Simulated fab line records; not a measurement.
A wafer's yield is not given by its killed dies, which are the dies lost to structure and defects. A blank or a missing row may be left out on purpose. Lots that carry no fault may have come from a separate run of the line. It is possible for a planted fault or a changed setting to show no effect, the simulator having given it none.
Which tool was responsible? || flow nand harc || 13 lots, 39 wafers sampled, at 5 steps of a route of 1159

WHAT THE GAUGES SHOWED, per wafer
NHARC_THIN_TSV_CD_MEAS_37. Usual: cd nm 5000 nm, standard deviation 3.7.
{"lot": "L321", "measured": "day 18 20:28", "on": "cd sem-01", "cd nm (nm)": "4996 4997 5000", "flag": ""}
{"lot": "L323", "measured": "day 19 20:44", "on": "cd sem-01", "cd nm (nm)": "4997 5003 5002", "flag": ""}
{"lot": "L322", "measured": "day 19 22:04", "on": "cd sem-02", "cd nm (nm)": "4997 5006 5002", "flag": ""}
{"lot": "L324", "measured": "day 19 23:41", "on": "cd sem-02", "cd nm (nm)": "5001 4995 4994", "flag": ""}
{"lot": "L326", "measured": "day 20 06:28", "on": "cd sem-02", "cd nm (nm)": "5000 5004 5003", "flag": ""}
{"lot": "L329", "measured": "day 20 16:32", "on": "cd sem-03", "cd nm (nm)": "5001 4999 5003", "flag": ""}
{"lot": "L328", "measured": "day 20 17:37", "on": "cd sem-01", "cd nm (nm)": "5003 5001 4999", "flag": ""}
{"lot": "L331", "measured": "day 21 03:39", "on": "cd sem-01", "cd nm (nm)": "5005 5010 5003", "flag": ""}
{"lot": "L332", "measured": "day 22 09:26", "on": "cd sem-02", "cd nm (nm)": "5000 4997 5001", "flag": ""}
{"lot": "L335", "measured": "day 22 10:17", "on": "cd sem-03", "cd nm (nm)": "4999 4997 5001", "flag": ""}
{"lot": "L337", "measured": "day 23 10:12", "on": "cd sem-02", "cd nm (nm)": "5003 4997 5000", "flag": ""}
{"lot": "L338", "measured": "day 23 08:42", "on": "cd sem-01", "cd nm (nm)": "5002 4997 5001", "flag": ""}
{"lot": "L339", "measured": "day 23 11:49", "on": "cd sem-03", "cd nm (nm)": "5002 5002 5001", "flag": ""}

NHARC_END_SORT_01. Usual: killed at array 27, standard deviation 10; killed at other 0.6, standard deviation 0.83; killed at periphery 2.4, standard deviation 1.8; killed dies 30, standard deviation 10; killed open 3.3, standard deviation 1.7; killed short 1.8, standard deviation 1.4.
{"lot": "L321", "measured": "day 19 13:35", "on": "prober-01", "killed at array": "22 31 30", "killed at other": "1 1 2", "killed at periphery": "3 1 2", "killed dies": "26 33 34", "killed open": "2 4 4", "killed short": "1 0 1", "flag": ""}
{"lot": "L322", "measured": "day 20 14:05", "on": "prober-02", "killed at array": "28 34 24", "killed at other": "1 0 0", "killed at periphery": "3 1 3", "killed dies": "32 35 27", "killed open": "2 1 3", "killed short": "1 3 0", "flag": ""}
{"lot": "L329", "measured": "day 21 00:04", "on": "prober-01", "killed at array": "30 21 36", "killed at other": "1 1 0", "killed at periphery": "0 1 3", "killed dies": "31 23 39", "killed open": "0 0 5", "killed short": "0 0 0", "flag": ""}
{"lot": "L331", "measured": "day 21 09:49", "on": "prober-01", "killed at array": "20 34 19", "killed at other": "0 1 0", "killed at periphery": "1 3 4", "killed dies": "21 38 23", "killed open": "2 3 4", "killed short": "0 2 3", "flag": ""}
{"lot": "L332", "measured": "day 23 01:55", "on": "prober-01", "killed at array": "144 140 134", "killed at other": "1 0 0", "killed at periphery": "5 1 5", "killed dies": "150 141 139", "killed open": "4 3 2", "killed short": "2 2 1", "flag": "OFF"}
{"lot": "L335", "measured": "day 22 18:08", "on": "prober-02", "killed at array": "53 131 118", "killed at other": "0 0 0", "killed at periphery": "3 3 1", "killed dies": "56 134 119", "killed open": "3 3 0", "killed short": "1 2 2", "flag": "OFF"}
{"lot": "L337", "measured": "day 23 15:56", "on": "prober-01", "killed at array": "112 86 117", "killed at other": "0 2 1", "killed at periphery": "1 2 3", "killed dies": "113 90 121", "killed open": "2 5 3", "killed short": "0 0 3", "flag": "OFF"}

WHICH TOOL RAN EACH LOT (tool, then ch and the chambers of the sampled wafers, then the start)
{"lot": "L321", "NHARC_A_CONTACT_ETCH_92": "rie diel-13 ch 0,2, day 16 22:17", "NHARC_THIN_TSV_ETCHBACK_48": "rie diel-03 ch 1,2,3, day 18 15:23", "NHARC_THIN_TSV_ANNEAL_52": "rtp anneal-02 ch 0, day 18 17:07"}
{"lot": "L323", "NHARC_A_CONTACT_ETCH_92": "rie diel-10 ch 0,1,3, day 17 14:46", "NHARC_THIN_TSV_ETCHBACK_48": "rie diel-01 ch 1,3, day 19 15:41", "NHARC_THIN_TSV_ANNEAL_52": "rtp anneal-02 ch 0, day 19 17:29"}
{"lot": "L322", "NHARC_A_CONTACT_ETCH_92": "rie diel-10 ch 0,1, day 17 16:31", "NHARC_THIN_TSV_ETCHBACK_48": "rie diel-01 ch 0,1,2, day 19 16:53", "NHARC_THIN_TSV_ANNEAL_52": "rtp anneal-02 ch 0, day 19 18:44"}
{"lot": "L324", "NHARC_A_CONTACT_ETCH_92": "rie diel-10 ch 0,2, day 18 00:04", "NHARC_THIN_TSV_ETCHBACK_48": "rie diel-01 ch 0,3, day 19 18:16", "NHARC_THIN_TSV_ANNEAL_52": "rtp anneal-01 ch 0, day 19 19:59"}
{"lot": "L326", "NHARC_A_CONTACT_ETCH_92": "rie diel-12 ch 0,1,3, day 18 05:16", "NHARC_THIN_TSV_ETCHBACK_48": "rie diel-01 ch 0,2, day 19 23:49", "NHARC_THIN_TSV_ANNEAL_52": "rtp anneal-02 ch 0, day 20 02:20"}
{"lot": "L329", "NHARC_A_CONTACT_ETCH_92": "rie diel-10 ch 0,2,3, day 18 20:26", "NHARC_THIN_TSV_ETCHBACK_48": "rie diel-01 ch 0,1,2, day 20 11:23", "NHARC_THIN_TSV_ANNEAL_52": "rtp anneal-02 ch 0, day 20 13:09"}
{"lot": "L328", "NHARC_A_CONTACT_ETCH_92": "rie diel-12 ch 1,3, day 19 00:37", "NHARC_THIN_TSV_ETCHBACK_48": "rie diel-01 ch 0,1,2, day 20 12:16", "NHARC_THIN_TSV_ANNEAL_52": "rtp anneal-02 ch 0, day 20 14:19"}
{"lot": "L331", "NHARC_A_CONTACT_ETCH_92": "rie diel-12 ch 1,2,3, day 19 09:19", "NHARC_THIN_TSV_ETCHBACK_48": "rie diel-09 ch 1,2, day 20 22:20", "NHARC_THIN_TSV_ANNEAL_52": "rtp anneal-01 ch 0, day 21 00:07"}
{"lot": "L332", "NHARC_A_CONTACT_ETCH_92": "rie diel-12 ch 0,1, day 20 12:52", "NHARC_THIN_TSV_ETCHBACK_48": "rie diel-03 ch 0,3, day 22 04:17", "NHARC_THIN_TSV_ANNEAL_52": "rtp anneal-02 ch 0, day 22 06:01"}
{"lot": "L335", "NHARC_A_CONTACT_ETCH_92": "rie diel-12 ch 0,1,2, day 20 18:08", "NHARC_THIN_TSV_ETCHBACK_48": "rie diel-01 ch 1,2, day 22 05:11", "NHARC_THIN_TSV_ANNEAL_52": "rtp anneal-02 ch 0, day 22 06:52"}
{"lot": "L337", "NHARC_A_CONTACT_ETCH_92": "rie diel-12 ch 0,1,3, day 21 10:27", "NHARC_THIN_TSV_ETCHBACK_48": "rie diel-01 ch 1,2, day 23 04:55", "NHARC_THIN_TSV_ANNEAL_52": "rtp anneal-02 ch 0, day 23 06:39"}
{"lot": "L338", "NHARC_A_CONTACT_ETCH_92": "rie diel-10 ch 0,1,3, day 21 12:38", "NHARC_THIN_TSV_ETCHBACK_48": "rie diel-01 ch 0,2, day 23 03:46", "NHARC_THIN_TSV_ANNEAL_52": "rtp anneal-01 ch 0, day 23 05:27"}
{"lot": "L339", "NHARC_A_CONTACT_ETCH_92": "rie diel-10 ch 0,1,3, day 21 14:16", "NHARC_THIN_TSV_ETCHBACK_48": "rie diel-01 ch 1,2,3, day 23 06:14", "NHARC_THIN_TSV_ANNEAL_52": "rtp anneal-01 ch 0, day 23 08:08"}
- NHARC_A_CONTACT_ETCH_92: etches the open film in CH3F/O2, target depth 40 nm, time 85.7 s.
- NHARC_THIN_TSV_ETCHBACK_48: etches the open film in C4F8/Ar, target depth 1028.5 nm, time 405.17 s.
- NHARC_THIN_TSV_ANNEAL_52: time 90 s.

WHAT THE TOOLS THEMSELVES READ (means of the sampled wafers that have a number; where no wafer has one, the mark that the record gives instead)
NHARC_A_CONTACT_ETCH_92. Usual: ch3f flow sccm is 49.96 sccm with standard deviation 0.16, drypump motor current A is 5.7 A with standard deviation 0.36, oes product au is 0.931 a.u. with standard deviation 0.026, rf fwd power W is 495.6 W with standard deviation 2, rf vpp V is 244.4 V with standard deviation 1.6, showerhead plenum p Torr is 2.46 Torr with standard deviation 0.1, and throttle valve pct is 20.664 % with standard deviation 0.0083.
{"lot": "L321", "tool": "rie diel-13", "ch3f flow sccm (sccm)": 50.02, "drypump motor current A (A)": 5.4, "oes product au (a.u.)": 0.929, "rf fwd power W (W)": 495.5, "rf vpp V (V)": 245.8, "showerhead plenum p Torr (Torr)": 2.59, "throttle valve pct (%)": 20.664, "flag": ""}
{"lot": "L323", "tool": "rie diel-10", "ch3f flow sccm (sccm)": 50.05, "drypump motor current A (A)": 6.2, "oes product au (a.u.)": 0.933, "rf fwd power W (W)": 494.5, "rf vpp V (V)": 244.5, "showerhead plenum p Torr (Torr)": 2.58, "throttle valve pct (%)": 20.662, "flag": ""}
{"lot": "L322", "tool": "rie diel-10", "ch3f flow sccm (sccm)": 50.06, "drypump motor current A (A)": 6.3, "oes product au (a.u.)": 0.928, "rf fwd power W (W)": 498.0, "rf vpp V (V)": 247.0, "showerhead plenum p Torr (Torr)": 2.61, "throttle valve pct (%)": 20.667, "flag": ""}
{"lot": "L324", "tool": "rie diel-10", "ch3f flow sccm (sccm)": 50.12, "drypump motor current A (A)": 5.8, "oes product au (a.u.)": 0.922, "rf fwd power W (W)": 496.7, "rf vpp V (V)": 244.1, "showerhead plenum p Torr (Torr)": 2.44, "throttle valve pct (%)": 20.659, "flag": ""}
{"lot": "L326", "tool": "rie diel-12", "ch3f flow sccm (sccm)": 49.97, "drypump motor current A (A)": 5.6, "oes product au (a.u.)": 0.915, "rf fwd power W (W)": 497.4, "rf vpp V (V)": 244.4, "showerhead plenum p Torr (Torr)": 2.45, "throttle valve pct (%)": 20.670, "flag": ""}
{"lot": "L329", "tool": "rie diel-10", "ch3f flow sccm (sccm)": 50.00, "drypump motor current A (A)": 6.0, "oes product au (a.u.)": 1.010, "rf fwd power W (W)": 496.1, "rf vpp V (V)": 244.9, "showerhead plenum p Torr (Torr)": 2.48, "throttle valve pct (%)": 20.664, "flag": "OFF"}
{"lot": "L328", "tool": "rie diel-12", "ch3f flow sccm (sccm)": 49.90, "drypump motor current A (A)": 5.8, "oes product au (a.u.)": 0.907, "rf fwd power W (W)": 495.3, "rf vpp V (V)": 245.1, "showerhead plenum p Torr (Torr)": 2.44, "throttle valve pct (%)": 20.666, "flag": ""}
{"lot": "L331", "tool": "rie diel-12", "ch3f flow sccm (sccm)": 49.96, "drypump motor current A (A)": 5.7, "oes product au (a.u.)": 0.916, "rf fwd power W (W)": 495.1, "rf vpp V (V)": 243.2, "showerhead plenum p Torr (Torr)": 2.41, "throttle valve pct (%)": 20.661, "flag": ""}
{"lot": "L332", "tool": "rie diel-12", "ch3f flow sccm (sccm)": 49.84, "drypump motor current A (A)": 5.4, "oes product au (a.u.)": 0.933, "rf fwd power W (W)": 495.4, "rf vpp V (V)": 244.8, "showerhead plenum p Torr (Torr)": 2.46, "throttle valve pct (%)": 20.655, "flag": ""}
{"lot": "L335", "tool": "rie diel-12", "ch3f flow sccm (sccm)": 49.95, "drypump motor current A (A)": 5.5, "oes product au (a.u.)": 0.926, "rf fwd power W (W)": 495.7, "rf vpp V (V)": 243.7, "showerhead plenum p Torr (Torr)": 2.42, "throttle valve pct (%)": 20.673, "flag": ""}
{"lot": "L337", "tool": "rie diel-12", "ch3f flow sccm (sccm)": 49.98, "drypump motor current A (A)": 5.6, "oes product au (a.u.)": 0.920, "rf fwd power W (W)": 494.3, "rf vpp V (V)": 244.8, "showerhead plenum p Torr (Torr)": 2.45, "throttle valve pct (%)": 20.666, "flag": ""}
{"lot": "L338", "tool": "rie diel-10", "ch3f flow sccm (sccm)": 49.91, "drypump motor current A (A)": 6.2, "oes product au (a.u.)": 0.924, "rf fwd power W (W)": 497.0, "rf vpp V (V)": 246.5, "showerhead plenum p Torr (Torr)": 2.57, "throttle valve pct (%)": 20.670, "flag": ""}
{"lot": "L339", "tool": "rie diel-10", "ch3f flow sccm (sccm)": 49.85, "drypump motor current A (A)": 6.2, "oes product au (a.u.)": 0.935, "rf fwd power W (W)": 494.5, "rf vpp V (V)": 245.2, "showerhead plenum p Torr (Torr)": 2.57, "throttle valve pct (%)": 20.658, "flag": ""}

NHARC_THIN_TSV_ETCHBACK_48. Usual: oes product au 0.94 a.u., standard deviation 0.03; rf fwd power W 598.8 W, standard deviation 1.9; rf vpp V 547 V, standard deviation 3.1.
{"lot": "L321", "tool": "rie diel-03", "oes product au (a.u.)": 0.97, "rf fwd power W (W)": 599.2, "rf vpp V (V)": 548, "flag": ""}
{"lot": "L323", "tool": "rie diel-01", "oes product au (a.u.)": 0.92, "rf fwd power W (W)": 600.3, "rf vpp V (V)": 548, "flag": ""}
{"lot": "L322", "tool": "rie diel-01", "oes product au (a.u.)": 0.93, "rf fwd power W (W)": 598.5, "rf vpp V (V)": 545, "flag": ""}
{"lot": "L324", "tool": "rie diel-01", "oes product au (a.u.)": 0.93, "rf fwd power W (W)": 600.0, "rf vpp V (V)": 547, "flag": ""}
{"lot": "L326", "tool": "rie diel-01", "oes product au (a.u.)": 0.92, "rf fwd power W (W)": 598.4, "rf vpp V (V)": 543, "flag": ""}
{"lot": "L329", "tool": "rie diel-01", "oes product au (a.u.)": 0.92, "rf fwd power W (W)": 598.5, "rf vpp V (V)": 545, "flag": ""}
{"lot": "L328", "tool": "rie diel-01", "oes product au (a.u.)": 0.92, "rf fwd power W (W)": 597.1, "rf vpp V (V)": 546, "flag": ""}
{"lot": "L331", "tool": "rie diel-09", "oes product au (a.u.)": 0.92, "rf fwd power W (W)": 598.1, "rf vpp V (V)": 552, "flag": ""}
{"lot": "L332", "tool": "rie diel-03", "oes product au (a.u.)": 0.93, "rf fwd power W (W)": 601.2, "rf vpp V (V)": 548, "flag": ""}
{"lot": "L335", "tool": "rie diel-01", "oes product au (a.u.)": 1.00, "rf fwd power W (W)": 598.3, "rf vpp V (V)": 545, "flag": ""}
{"lot": "L337", "tool": "rie diel-01", "oes product au (a.u.)": 0.92, "rf fwd power W (W)": 599.5, "rf vpp V (V)": 543, "flag": ""}
{"lot": "L338", "tool": "rie diel-01", "oes product au (a.u.)": 0.94, "rf fwd power W (W)": 597.4, "rf vpp V (V)": 543, "flag": ""}
{"lot": "L339", "tool": "rie diel-01", "oes product au (a.u.)": 0.99, "rf fwd power W (W)": 598.3, "rf vpp V (V)": 545, "flag": ""}

NHARC_THIN_TSV_ANNEAL_52. Usual: wafer_temp_C_max 225.89, standard deviation 0.27.
{"lot": "L321", "tool": "rtp anneal-02", "wafer_temp_C_max": 225.58, "flag": ""}
{"lot": "L323", "tool": "rtp anneal-02", "wafer_temp_C_max": 225.51, "flag": ""}
{"lot": "L322", "tool": "rtp anneal-02", "wafer_temp_C_max": 225.83, "flag": ""}
{"lot": "L324", "tool": "rtp anneal-01", "wafer_temp_C_max": 225.99, "flag": ""}
{"lot": "L326", "tool": "rtp anneal-02", "wafer_temp_C_max": 225.81, "flag": ""}
{"lot": "L329", "tool": "rtp anneal-02", "wafer_temp_C_max": 225.94, "flag": ""}
{"lot": "L328", "tool": "rtp anneal-02", "wafer_temp_C_max": 225.91, "flag": ""}
{"lot": "L331", "tool": "rtp anneal-01", "wafer_temp_C_max": 226.07, "flag": ""}
{"lot": "L332", "tool": "rtp anneal-02", "wafer_temp_C_max": 225.81, "flag": ""}
{"lot": "L335", "tool": "rtp anneal-02", "wafer_temp_C_max": 225.83, "flag": ""}
{"lot": "L337", "tool": "rtp anneal-02", "wafer_temp_C_max": 225.90, "flag": ""}
{"lot": "L338", "tool": "rtp anneal-01", "wafer_temp_C_max": 226.03, "flag": ""}
{"lot": "L339", "tool": "rtp anneal-01", "wafer_temp_C_max": 226.36, "flag": ""}

THE ANSWER, worked out from the rows above alone
Rule: a lot counts as off when the mean over its wafers that have a number is more than 3 standard deviations away from the usual mean. Also off: a lot with no number at a reading for which 4 or more lots have one. The other lots that the step has rows for count as sound. Order of review: gauges by route order, followed by the tools' own readings, for which a lot's mean as printed above is used. At the first step where some lot is off, the reading lying furthest off is the one used; lots without a number count as furthest.
Off: L332, L335, L337 (NHARC_END_SORT_01, killed dies). Neither off nor sound, because the step has no rows for them: L323, L324, L326, L328, L338, L339.
A tool fits if, at a process step before that reading, it ran every lot that is off, and no sound lot after the first of them. Those tools and the gauges at NHARC_END_SORT_01 are tried in the same way. This does not decide it: 2 tools fit, namely rie diel-12 at NHARC_A_CONTACT_ETCH_92 and rtp anneal-02 at NHARC_THIN_TSV_ANNEAL_52.

WHAT THE SIMULATOR HAD INSERTED
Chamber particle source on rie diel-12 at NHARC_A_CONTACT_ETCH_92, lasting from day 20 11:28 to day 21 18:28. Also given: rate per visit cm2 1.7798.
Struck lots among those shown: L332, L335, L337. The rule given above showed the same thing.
